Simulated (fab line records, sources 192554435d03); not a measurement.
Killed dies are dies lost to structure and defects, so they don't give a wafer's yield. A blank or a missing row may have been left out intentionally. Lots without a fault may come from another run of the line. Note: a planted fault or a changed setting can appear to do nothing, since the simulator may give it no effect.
Code-filled problem report in 8D (eight disciplines) form    flow n5 finfet    the parts of the form that need people (team, actions taken, sign-off) are left out

1. PROBLEM STATEMENT
Wafers without a fault read 55.3 nm, standard deviation 1.3; trench depth nm at N5_BEOL_M4_OCD_MEAS_38 reads a mean of 40.0 nm on 2 wafers belonging to 2 lots. That puts it -12 standard deviations away from the usual mean.
Earliest sighting: wafer L219.1 on ocd-01 at day 9 23:04. Wafers with a number at this step in the record: 22, from 8 lots. By rule, "out" or "out of limits" means more than 4 standard deviations away from the usual mean. All remaining wafers that have a number are taken as sound.

2. WHAT THIS IS AND IS NOT
question                     is                is not
which readings at this step  trench depth nm   -
which lots                   L219, L221        L215, L216, L217, L223, L231, L234
which wafers of those lots   L219.1, L221.1    L219.5, L221.5
read on which gauges         ocd-01, ocd-02    -
when                         from day 9 23:04  up to then (10 sound wafers); but 10 sound wafers of L221, L223, L231, L234 came after

3. SUSPECTS, AND WHAT RULES EACH OUT
Counting: any tool at a process step up to the reading remains a suspect provided it ran every lot that is out. Sound lots after the first of them don't rule it out here, since some wafers of a struck lot are sound.
- the gauge at N5_BEOL_M4_OCD_MEAS_38: ruled out. The wafers that are out were read on 2 gauges (ocd-01, ocd-02).
- rie diel-01 at N5_BEOL_M4_DESCUM_33 (chemistry O2, time 7 s): kept. Ran every lot that is out, first one L219 (day 9 16:34); last sound lot up to then L216 (day 8 23:31).
- rie diel-02 at N5_BEOL_M4_TRENCH_ETCH_37 (etches SiOC in C4F6/O2, target depth 55.555 nm, time 29.2 s): kept. Ran every lot that is out, first one L219 (day 9 22:55); last sound lot up to then L216 (day 9 04:08). Its own run length s readings are out on those wafers.
Left after counting: rie diel-01 at N5_BEOL_M4_DESCUM_33, rie diel-02 at N5_BEOL_M4_TRENCH_ETCH_37.

4. THE CAUSE (what the simulator had put in)
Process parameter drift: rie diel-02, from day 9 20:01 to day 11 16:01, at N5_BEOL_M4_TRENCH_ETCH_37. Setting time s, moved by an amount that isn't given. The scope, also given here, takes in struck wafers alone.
After counting, 2 suspects remain, this tool included.

5. THE CHAIN OF EFFECTS, in route order
Each row: a reading whose mean over the struck wafers that have a number lies more than 3 standard deviations from the usual. Only readings for which the record gives a usual standard deviation are gone through. hours: the time from each lot's start at the first step in this table that gives one to its start at this step, as a median over the lots. sigmas: the change in usual standard deviations.
hours  step                       reading           usual        on struck wafers  change  sigmas
0      N5_BEOL_M4_TRENCH_ETCH_37  run length s      52.3 s       44.5              -7.8    -20
0      N5_BEOL_M4_OCD_MEAS_38     trench depth nm   55.3 nm      40.0              -15.2   -12
8      N5_BEOL_M4_THK_MEAS_53     M4_THK            39.5 nm      23.4              -16.1   -9.5
8      N5_BEOL_M4_RS_MEAS_58      M4_RS             0.68 ohm/sq  1.37              +0.69   +19
8      N5_BEOL_M4_RC_MEAS_101     SERP_M4           200 ohm/um   370               +170    +11
8      N5_BEOL_M4_RC_MEAS_101     SERP_M4_max_site  214 ohm/um   392               +178    +10
114    N5_PASSIVATION_PROBE_49    killed_at_M4_up   14           52                +38     +6.9
114    N5_PASSIVATION_PROBE_49    sort_bin_8_speed  0.00 %       3.65              +3.65   +99 or more
Process steps it contains:
- N5_BEOL_M4_TRENCH_ETCH_37: etches SiOC in C4F6/O2, target depth 55.555 nm, time 29.2 s.
- N5_PASSIVATION_PROBE_49
Readings that are blank on the struck wafers while sound wafers have them: rf fwd power W at N5_BEOL_M4_TRENCH_ETCH_37.

6. WHAT WOULD HAVE CAUGHT IT SOONER
In this record the first reading out of limits at a measuring or inspecting step was taken at day 9 23:04, 3 hours after the fault began at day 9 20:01.
Tool's own readings at N5_BEOL_M4_TRENCH_ETCH_37, run length s: out on all struck wafers the step has rows for; an alarm limit on them would have tripped on the first.
Lots out: 2; of these, L221 started N5_BEOL_M4_TRENCH_ETCH_37 on rie diel-02 after day 9 23:04. It would have been spared by a hold on the tool at that moment.
